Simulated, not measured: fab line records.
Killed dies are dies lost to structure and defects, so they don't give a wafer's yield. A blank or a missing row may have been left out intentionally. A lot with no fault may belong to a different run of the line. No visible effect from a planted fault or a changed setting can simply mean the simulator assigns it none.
fab line records	flow n5Finfet	part 1 of 2: steps 1 to 4 of 6
record: lots: 20	wafers: 60	lastDay: 18
route steps=1938 shown BEOL_M1@774
lots that met no fault: taken from a fault-free run of the same line
startH: start of the lot's first displayed wafer, in hours after the record's first day	waitH: how many hours have passed since the lot's step before this one	" identical to the entry in the row above	L1.1+2: a single row standing in for several wafers	- value missing, or start not given	* or withheld: withheld	< > ~ a bound
route shown NAME@n: NAME is a module with steps in the file, n the number in the route of the first one	usual: average and standard deviation across the fault-free wafers	same: alike in all rows	chamber/n: place in a boat	sites: per-site readings	_std_site: the values' standard deviation	_edge_site: inner sites' mean taken away from outer sites' mean	radiusMm: for every site, how far away it sits from the centre of the wafer	mask NAME#n: copy n	behind: the most recent tool/chamber to have shaped the wafer	hold: the reason the lot was held/the length of the hold in hours/how it ended	device: the n, p or np transistor that did not switch	end of line: the same wafers' tests at the end of the route	where a step has no rows: the recipe by itself	killed: count of dies lost to structure and defects at first sort (not the wafer's yield)	map: dies across one wafer; x = killed, . = not, _ = none there
set.NAME: the setting that was run; set.NAME@STEP: the one run at that earlier step	model.NAME: the simulator's own value behind a step, which no gauge read
route steps across a sampled set of lots; one table per step, one row per wafer
services: a tool's chamber out of use, with start hour (startH, from the record's first day; less than 0 if before it), hours out, and reason
== steps ==
step: N5_BEOL_M1_HM_OPEN_17
recipe: chemistry: Cl2/BCl3	targetDepthA: 200	overetchA: 60	target: TiN	maskMaterial: SOC	ionEnergyEv: 150	pressureMtorr: 10	icpW: 1000	biasW: 126	Cl2_flow_sccm: 53.25	bcl3FlowSccm: 21.75	Ar_flow_sccm: 25
usual: drypumpMotorCurrentA: 5.7/0.56	oesProductAu: 0.63/0.089	throttleValvePct: 22.25/0.19
lot.wafer	tool	chamber	startH	waitH	drypumpMotorCurrentA	oesProductAu	rfHoursCounterH	throttleValvePct
L074.2	rieMetal-02	0	127.70	0.0	4.8	0.55	100	21.97
L074.3	"	0	"	"	4.8	0.56	-	21.98
L074.6	"	0	"	"	4.8	0.56	-	21.99
L075.1	rieMetal-02	0	129.14	0.0	4.8	0.56	100	21.97
L075.2	"	1	"	"	6.2	0.56	92	22.38
L075.3	"	1	"	"	6.2	0.57	-	22.38
L077.2	rieMetal-01	0	134.35	0.0	5.5	0.50	141	22.62
L077.3	"	0	"	"	5.5	0.50	-	22.63
L077.4	"	1	"	"	6.2	0.71	-	22.40
L076.1	rieMetal-03	1	138.41	0.0	5.7	0.68	31	21.99
L076.3	"	0	"	"	5.6	0.73	-	22.28
L076.4	"	1	"	"	5.7	0.68	-	21.98
L078.1	rieMetal-01	1	148.91	0.0	6.2	0.72	26	22.39
L078.2	"	1	"	"	6.2	0.72	-	22.39
L078.5	"	1	"	"	6.2	0.72	-	22.38
L079.2	rieMetal-02	1	151.33	0.0	6.2	0.55	94	22.40
L079.4	"	1	"	"	6.2	0.56	-	22.41
L079.5	"	0	"	"	4.8	0.55	-	22.01
L080.1	rieMetal-02	1	152.05	0.0	6.2	0.56	94	22.40
L080.3	"	0	"	"	4.8	0.55	-	21.98
L080.5	"	0	"	"	4.8	0.54	-	22.01
L081.2	rieMetal-01	1	160.79	0.1	6.2	0.71	-	22.40
L081.3	"	1	"	"	6.2	0.70	-	22.40
L081.6	"	1	"	"	6.2	0.70	-	22.40
L082.3	rieMetal-01	1	167.88	0.1	6.2	0.72	-	22.39
L082.4	"	1	"	"	6.2	0.71	-	22.40
L082.5	"	1	"	"	6.2	0.71	-	22.40
L083.3	rieMetal-01	0	173.73	0.1	5.5	0.83	-	22.28
L083.5	"	1	"	"	6.2	0.70	-	22.40
L083.6	"	0	"	"	5.5	0.83	-	22.28
L086.1	rieMetal-02	1	192.28	0.0	6.1	0.55	97	22.42
L086.3	"	1	"	"	6.2	0.55	-	22.43
L086.5	"	0	"	"	4.8	0.54	-	22.01
L084.2	rieMetal-02	1	192.40	0.0	6.2	0.55	97	22.40
L084.5	"	0	"	"	4.8	0.54	-	22.01
L084.6	"	1	"	"	6.2	0.55	-	22.42
L085.3	rieMetal-02	0	193.06	0.1	4.8	0.55	-	22.00
L085.4	"	1	"	"	6.2	0.56	-	22.41
L085.6	"	1	"	"	6.2	0.56	-	22.39
L087.2	rieMetal-02	1	193.58	0.0	6.2	0.55	97	22.41
L087.4	"	0	"	"	4.8	0.54	-	22.02
L087.5	"	0	"	"	4.8	0.54	-	21.99
L088.1	rieMetal-01	0	205.09	0.0	5.5	0.79	3	22.27
L088.2	"	1	"	"	6.2	0.70	31	22.40
L088.4	"	1	"	"	6.2	0.70	-	22.41
L089.1	rieMetal-02	0	213.01	0.0	4.8	0.54	108	22.00
L089.5	"	1	"	"	6.2	0.55	-	22.40
L089.6	"	0	"	"	4.8	0.55	-	22.00
L091.1	rieMetal-03	0	221.83	0.0	5.6	0.68	30	22.32
L091.4	"	0	"	"	5.5	0.69	-	22.32
L091.5	"	0	"	"	5.5	0.69	-	22.31
L094.1	rieMetal-02	0	245.47	0.0	4.8	0.53	112	22.00
L094.4	"	1	"	"	6.2	0.54	-	22.43
L094.5	"	1	"	"	6.2	0.55	-	22.42
L095.2	rieMetal-01	1	260.17	0.0	6.2	0.68	36	22.43
L095.4	"	0	"	"	5.5	0.77	-	22.28
L095.6	"	0	"	"	5.5	0.77	-	22.28
L096.1	rieMetal-02	1	269.56	0.0	6.2	0.55	104	22.40
L096.5	"	1	"	"	6.1	0.54	-	22.42
L096.6	"	0	"	"	4.8	0.53	-	22.00
step: N5_BEOL_M1_DESCUM_33
recipe: chemistry: O2	timeS: 7	sourcePowerW: 50	biasPowerW: 20	pressureMtorr: 20	rfFrequencyHz: 2.712e+07	tempC: 40	resist: CAR-EUV	o2FlowSccm: 225
usual: drypumpMotorCurrentA: 5.7/0.4	oesProductAu: 0.75/0.083	rfVppV: 243.2/1.3	showerheadPlenumPTorr: 2.09/0.063	throttleValvePct: 20.53/0.26
lot.wafer	tool	chamber	startH	waitH	drypumpMotorCurrentA	oesProductAu	rfHoursCounterH	rfVppV	showerheadPlenumPTorr	throttleValvePct
L074.2	rieDiel-04	1	128.44	0.0	5.9	0.69	215	245.0	2.15	20.47
L074.3	"	0	"	"	5.6	0.85	43	242.9	2.05	20.49
L074.6	"	1	"	"	5.9	0.70	-	244.0	2.15	20.46
L075.1	rieDiel-05	0	129.79	0.0	6.0	0.72	180	245.0	2.17	20.82
L075.2	"	1	"	"	5.5	0.73	169	241.1	2.00	20.55
L075.3	"	3	"	"	5.7	0.85	70	242.7	2.04	20.18
L077.2	rieDiel-04	0	135.10	0.0	5.6	0.85	46	241.1	2.05	20.51
L077.3	"	2	"	"	6.5	0.65	292	242.1	2.05	21.01
L077.4	"	2	"	"	6.6	0.64	-	241.7	2.05	21.01
L076.1	rieDiel-05	0	139.15	0.0	6.0	0.73	183	244.7	2.17	20.82
L076.3	"	3	"	"	5.7	0.83	73	241.2	2.04	20.18
L076.4	"	2	"	"	5.1	0.89	37	243.8	2.12	20.26
L078.1	rieDiel-04	1	149.81	0.0	5.9	0.69	224	244.8	2.15	20.49
L078.2	"	2	"	"	6.5	0.64	297	242.7	2.05	21.03
L078.5	"	0	"	"	5.6	0.84	-	244.3	2.05	20.51
L079.2	rieDiel-04	1	152.37	0.3	5.8	0.69	225	244.4	2.14	20.48
L079.4	"	1	"	"	5.8	0.69	-	244.8	2.15	20.47
L079.5	"	2	"	"	6.5	0.64	-	241.7	2.05	21.02
L080.1	rieDiel-04	2	152.97	0.1	6.5	0.64	299	241.9	2.05	21.02
L080.3	"	1	"	"	5.9	0.68	-	245.3	2.14	20.47
L080.5	"	2	"	"	6.5	0.64	-	242.7	2.05	21.01
L081.2	rieDiel-06	2	161.67	0.0	5.9	0.72	194	244.0	2.17	20.51
L081.3	"	3	"	"	5.2	0.76	156	244.1	2.18	20.20
L081.6	"	2	"	"	5.9	0.72	-	245.1	2.17	20.51
L082.3	rieDiel-05	0	168.55	0.0	6.0	0.72	190	244.9	2.16	20.84
L082.4	"	2	"	"	5.1	0.87	48	243.9	2.12	20.26
L082.5	"	2	"	"	5.1	0.88	-	243.9	2.12	20.26
L083.3	rieDiel-05	0	174.41	0.0	6.0	0.72	192	244.0	2.16	20.84
L083.5	"	3	"	"	5.7	0.83	-	242.4	2.03	20.21
L083.6	"	0	"	"	6.0	0.72	-	244.0	2.16	20.84
L086.1	rieDiel-05	3	193.32	0.4	5.7	0.83	89	243.6	2.03	20.21
L086.3	"	2	"	"	5.1	0.87	54	243.1	2.11	20.29
L086.5	"	0	"	"	6.0	0.72	-	244.7	2.16	20.84
L084.2	rieDiel-06	3	193.51	0.3	5.2	0.74	167	243.7	2.18	20.24
L084.5	"	2	"	"	5.9	0.71	-	244.4	2.16	20.51
L084.6	"	3	"	"	5.2	0.75	-	246.1	2.18	20.24
L085.3	rieDiel-06	1	193.76	0.0	5.8	0.74	152	242.7	2.01	20.66
L085.4	"	2	"	"	5.9	0.71	206	243.2	2.16	20.53
L085.6	"	2	"	"	5.9	0.71	-	244.6	2.16	20.54
L087.2	rieDiel-04	0	194.47	0.3	5.6	0.82	65	243.8	2.04	20.51
L087.4	"	2	"	"	6.6	0.97	6	241.9	2.05	20.59
L087.5	"	2	"	"	6.5	0.96	-	242.3	2.05	20.59
L088.1	rieDiel-06	0	205.71	0.0	5.7	0.69	250	243.8	2.14	20.32
L088.2	"	2	"	"	6.0	0.71	210	244.5	2.16	20.56
L088.4	"	3	"	"	5.2	0.74	170	244.8	2.18	20.24
L089.1	rieDiel-05	1	213.63	0.0	5.6	0.71	195	240.8	1.99	20.60
L089.5	"	1	"	"	5.5	0.72	-	242.6	1.99	20.59
L089.6	"	0	"	"	6.0	0.71	-	243.5	2.16	20.85
L091.1	rieDiel-06	3	222.45	0.0	5.2	0.73	177	244.6	2.17	20.25
L091.4	"	2	"	"	6.0	0.70	-	244.0	2.16	20.55
L091.5	"	1	"	"	5.8	0.73	-	242.3	2.01	20.67
L094.1	rieDiel-05	2	246.22	0.0	5.0	0.85	68	242.2	2.11	20.28
L094.4	"	3	"	"	5.7	0.81	106	241.1	2.03	20.24
L094.5	"	1	"	"	5.5	0.71	-	241.9	1.99	20.61
L095.2	rieDiel-06	0	260.91	0.0	5.8	0.96	10	244.1	2.14	19.98
L095.4	"	2	"	"	5.9	0.70	227	244.7	2.16	20.55
L095.6	"	1	"	"	5.7	0.72	-	242.8	2.01	20.72
L096.1	rieDiel-06	2	270.49	0.0	5.9	0.70	230	243.4	2.15	20.56
L096.5	"	3	"	"	5.2	0.72	-	243.8	2.17	20.26
L096.6	"	2	"	"	5.9	0.69	-	244.7	2.15	20.57
step: N5_BEOL_M1_ETCH_69
recipe: chemistry: CF4	target: SiARC	targetDepthA: 156	maskMaterial: CAR-EUV	timeS: 26	ionEnergyEv: 80	pressureMtorr: 40	sourceW: 545	biasW: 36	Ar_flow_sccm: 100	cf4FlowSccm: 100	ends: cleared
usual: drypumpMotorCurrentA: 5.7/0.4	etchRfOnTimeS: 26.1/0.39	oesProductAu: 0.64/0.072	rfVppV: 184.0/1.1	showerheadPlenumPTorr: 2.14/0.066	throttleValvePct: 15.73/0.25
lot.wafer	tool	chamber	startH	waitH	drypumpMotorCurrentA	etchRfOnTimeS	oesProductAu	rfHoursCounterH	rfVppV	showerheadPlenumPTorr	throttleValvePct
L074.2	rieDiel-04	1	128.49	0.0	5.9	26.4	0.59	215	185.6	2.21	15.78
L074.3	"	0	"	"	5.6	25.7	0.73	43	183.9	2.10	15.59
L074.6	"	1	"	"	5.9	26.3	0.58	-	185.3	2.21	15.78
L075.1	rieDiel-05	0	129.85	0.0	6.0	26.3	0.62	180	184.4	2.21	16.01
L075.2	"	1	"	"	5.5	25.5	0.62	169	183.3	2.05	15.73
L075.3	"	3	"	"	5.6	25.7	0.73	70	183.8	2.08	15.32
L077.2	rieDiel-04	0	135.15	0.0	5.6	25.4	0.73	46	183.1	2.10	15.56
L077.3	"	2	"	"	6.5	26.1	0.56	292	184.8	2.10	16.19
L077.4	"	2	"	"	6.5	26.5	0.55	-	183.2	2.10	16.19
L076.1	rieDiel-05	0	139.21	0.0	6.0	26.6	0.62	183	184.2	2.21	16.01
L076.3	"	3	"	"	5.6	26.2	0.72	73	183.4	2.08	15.33
L076.4	"	2	"	"	5.1	26.0	0.75	37	183.8	2.18	15.46
L078.1	rieDiel-04	1	149.86	0.0	5.9	26.1	0.58	224	184.2	2.21	15.80
L078.2	"	2	"	"	6.5	26.3	0.55	297	183.8	2.09	16.21
L078.5	"	0	"	"	5.6	25.6	0.72	-	183.1	2.09	15.59
L079.2	rieDiel-04	1	152.45	0.0	5.9	26.0	0.58	225	184.9	2.21	15.81
L079.4	"	1	"	"	5.9	25.8	0.59	-	185.4	2.21	15.81
L079.5	"	2	"	"	6.6	25.9	0.56	-	183.1	2.09	16.21
L080.1	rieDiel-04	2	153.05	0.0	6.5	26.0	0.55	299	184.1	2.09	16.19
L080.3	"	1	"	"	5.9	26.0	0.58	-	184.5	2.21	15.81
L080.5	"	2	"	"	6.5	26.0	0.55	-	184.1	2.09	16.20
L081.2	rieDiel-06	2	161.72	0.0	5.9	26.3	0.61	194	184.4	2.21	15.74
L081.3	"	3	"	"	5.2	26.3	0.64	156	185.9	2.23	15.47
L081.6	"	2	"	"	5.9	26.3	0.61	-	184.1	2.21	15.74
L082.3	rieDiel-05	0	168.60	0.0	6.0	26.4	0.62	190	185.2	2.21	16.04
L082.4	"	2	"	"	5.1	25.9	0.75	48	184.3	2.17	15.50
L082.5	"	2	"	"	5.1	26.0	0.74	-	182.9	2.17	15.50
L083.3	rieDiel-05	0	174.46	0.0	6.0	27.2	0.61	192	185.4	2.21	16.05
L083.5	"	3	"	"	5.6	25.9	0.72	-	183.4	2.08	15.35
L083.6	"	0	"	"	6.0	26.6	0.61	-	183.8	2.21	16.02
L086.1	rieDiel-05	3	193.37	0.0	5.7	26.3	0.70	89	182.7	2.08	15.37
L086.3	"	2	"	"	5.1	26.1	0.73	54	186.7	2.17	15.52
L086.5	"	0	"	"	6.0	26.9	0.61	-	184.3	2.21	16.05
L084.2	rieDiel-06	3	193.56	0.0	5.2	26.1	0.64	167	184.4	2.22	15.51
L084.5	"	2	"	"	5.9	26.2	0.61	-	184.9	2.21	15.77
L084.6	"	3	"	"	5.2	26.2	0.64	-	185.4	2.22	15.51
L085.3	rieDiel-06	1	193.81	0.0	5.8	26.4	0.62	152	184.7	2.06	15.79
L085.4	"	2	"	"	5.9	26.5	0.60	206	185.1	2.21	15.77
L085.6	"	2	"	"	5.9	26.5	0.60	-	185.6	2.21	15.75
L087.2	rieDiel-04	0	194.52	0.0	5.6	25.3	0.71	65	183.3	2.09	15.61
L087.4	"	2	"	"	6.5	25.3	0.82	6	182.8	2.09	15.62
L087.5	"	2	"	"	6.6	25.3	0.82	-	182.7	2.09	15.63
L088.1	rieDiel-06	0	205.76	0.0	5.7	25.7	0.60	250	184.5	2.19	15.58
L088.2	"	2	"	"	5.9	26.4	0.60	210	184.4	2.21	15.77
L088.4	"	3	"	"	5.2	26.1	0.64	170	184.6	2.22	15.52
L089.1	rieDiel-05	1	213.68	0.0	5.5	25.8	0.60	195	182.1	2.04	15.76
L089.5	"	1	"	"	5.6	26.0	0.60	-	183.5	2.04	15.75
L089.6	"	0	"	"	6.0	26.8	0.60	-	185.4	2.21	16.05
L091.1	rieDiel-06	3	222.50	0.0	5.2	26.3	0.63	177	186.5	2.22	15.52
L091.4	"	2	"	"	5.9	26.4	0.60	-	184.5	2.21	15.78
L091.5	"	1	"	"	5.8	26.2	0.63	-	182.0	2.05	15.82
L094.1	rieDiel-05	2	246.27	0.0	5.1	26.1	0.72	68	184.8	2.17	15.54
L094.4	"	3	"	"	5.7	25.8	0.70	106	183.4	2.07	15.39
L094.5	"	1	"	"	5.5	25.6	0.60	-	184.1	2.04	15.78
L095.2	rieDiel-06	0	260.97	0.0	5.7	25.3	0.81	10	183.4	2.19	15.13
L095.4	"	2	"	"	5.9	26.4	0.59	227	184.7	2.20	15.82
L095.6	"	1	"	"	5.8	26.2	0.61	-	183.5	2.05	15.85
L096.1	rieDiel-06	2	270.54	0.0	5.9	26.2	0.59	230	185.0	2.20	15.82
L096.5	"	3	"	"	5.2	26.5	0.62	-	183.8	2.21	15.54
L096.6	"	2	"	"	5.9	26.4	0.59	-	186.4	2.20	15.81
step: N5_BEOL_M1_ETCHBACK_99
recipe: chemistry: CHF3	target: SiO2	targetDepthA: 50	timeS: 10.4	sourceW: 215	biasW: 47	Ar_flow_sccm: 200	CHF3_flow_sccm: 12	ionEnergyEv: 100	pressureMtorr: 30
usual: drypumpMotorCurrentA: 5.7/0.43	oesProductAu: 0.77/0.083	rfVppV: 241/3.2	showerheadPlenumPTorr: 2.15/0.067	throttleValvePct: 17.17/0.21
lot.wafer	tool	chamber	startH	waitH	drypumpMotorCurrentA	oesProductAu	rfHoursCounterH	rfVppV	showerheadPlenumPTorr	throttleValvePct
L074.2	rieDiel-06	0	128.90	0.2	5.7	0.70	226	243	2.21	16.98
L074.3	"	2	"	"	5.9	0.72	184	247	2.23	17.15
L074.6	"	1	"	"	5.8	0.74	-	236	2.07	17.22
L075.1	rieDiel-04	2	131.92	1.9	6.5	0.64	290	239	2.10	17.62
L075.2	"	0	"	"	5.6	0.85	45	241	2.10	17.03
L075.3	"	1	"	"	5.9	0.69	217	245	2.23	17.26
L077.2	rieDiel-06	1	137.29	2.0	5.8	0.73	139	239	2.07	17.23
L077.3	"	0	"	"	5.7	0.71	229	244	2.21	17.00
L077.4	"	3	"	"	5.2	0.77	150	246	2.24	16.90
L076.1	rieDiel-04	1	139.41	0.1	5.9	0.68	220	244	2.23	17.27
L076.3	"	2	"	"	6.5	0.64	293	241	2.10	17.62
L076.4	"	0	"	"	5.6	0.86	-	240	2.10	17.04
L078.1	rieDiel-06	1	150.85	0.3	5.8	0.74	143	238	2.06	17.23
L078.2	"	3	"	"	5.2	0.77	154	244	2.24	16.93
L078.5	"	1	"	"	5.8	0.74	-	240	2.06	17.24
L079.2	rieDiel-06	3	153.37	0.7	5.2	0.76	155	245	2.24	16.92
L079.4	"	1	"	"	5.8	0.73	144	239	2.06	17.24
L079.5	"	3	"	"	5.2	0.75	-	244	2.24	16.92
L080.1	rieDiel-04	2	153.90	0.6	6.5	0.63	299	240	2.10	17.62
L080.3	"	1	"	"	5.9	0.69	226	246	2.22	17.26
L080.5	"	1	"	"	5.9	0.68	-	244	2.22	17.25
L081.2	rieDiel-04	0	163.10	1.2	5.6	0.84	54	240	2.10	17.05
L081.3	"	1	"	"	5.9	0.68	229	245	2.22	17.26
L081.6	"	3	"	"	5.1	0.78	-	238	2.16	17.38
L082.3	rieDiel-05	3	168.94	0.2	5.7	0.83	82	239	2.08	16.75
L082.4	"	2	"	"	5.1	0.86	48	239	2.18	16.95
L082.5	"	1	"	"	5.5	0.71	-	241	2.05	17.18
L083.3	rieDiel-04	2	177.32	2.7	6.5	0.99	0	238	2.10	17.09
L083.5	"	2	"	"	6.5	1.00	-	237	2.10	17.07
L083.6	"	0	"	"	5.6	0.83	-	242	2.10	17.07
L086.1	rieDiel-06	2	193.94	0.1	5.9	0.71	206	245	2.22	17.20
L086.3	"	1	"	"	5.8	0.74	152	238	2.06	17.24
L086.5	"	0	"	"	5.7	0.70	-	244	2.21	17.03
L084.2	rieDiel-04	2	194.02	0.1	6.5	0.96	6	236	2.10	17.09
L084.5	"	3	"	"	5.1	0.77	-	238	2.16	17.38
L084.6	"	0	"	"	5.6	0.82	-	243	2.09	17.08
L085.3	rieDiel-06	1	194.30	0.3	5.8	0.74	152	237	2.06	17.25
L085.4	"	3	"	"	5.2	0.75	168	244	2.24	16.95
L085.6	"	2	"	"	6.0	0.71	-	245	2.23	17.19
L087.2	rieDiel-05	0	206.88	12.1	6.0	0.71	201	243	2.22	17.52
L087.4	"	3	"	"	5.7	0.82	93	237	2.07	16.75
L087.5	"	3	"	"	5.7	0.83	-	238	2.07	16.77
L088.1	rieDiel-06	3	208.73	2.8	5.2	0.74	171	244	2.24	16.95
L088.2	"	1	"	"	5.8	0.73	157	238	2.06	17.27
L088.4	"	2	"	"	5.9	0.70	-	247	2.22	17.22
L089.1	rieDiel-04	2	214.96	1.1	6.5	0.95	12	237	2.09	17.10
L089.5	"	0	"	"	5.6	0.83	-	242	2.09	17.09
L089.6	"	3	"	"	5.1	0.76	-	237	2.16	17.41
L091.1	rieDiel-04	2	224.17	1.5	6.5	0.94	14	236	2.09	17.09
L091.4	"	0	"	"	5.6	0.82	73	240	2.09	17.09
L091.5	"	2	"	"	6.5	0.93	-	238	2.09	17.11
L094.1	rieDiel-04	2	246.95	0.2	6.5	0.92	21	239	2.09	17.11
L094.4	"	2	"	"	6.5	0.92	-	235	2.09	17.11
L094.5	"	3	"	"	5.1	0.76	-	238	2.15	17.42
L095.2	rieDiel-04	3	269.38	8.2	5.1	0.75	173	235	2.15	17.44
L095.4	"	0	"	"	5.6	0.81	90	241	2.09	17.13
L095.6	"	2	"	"	6.6	0.90	-	238	2.09	17.13
L096.1	rieDiel-04	1	274.70	4.0	5.9	0.95	2	246	2.21	16.84
L096.5	"	2	"	"	6.5	0.89	-	237	2.09	17.14
L096.6	"	3	"	"	5.1	0.74	-	238	2.15	17.43
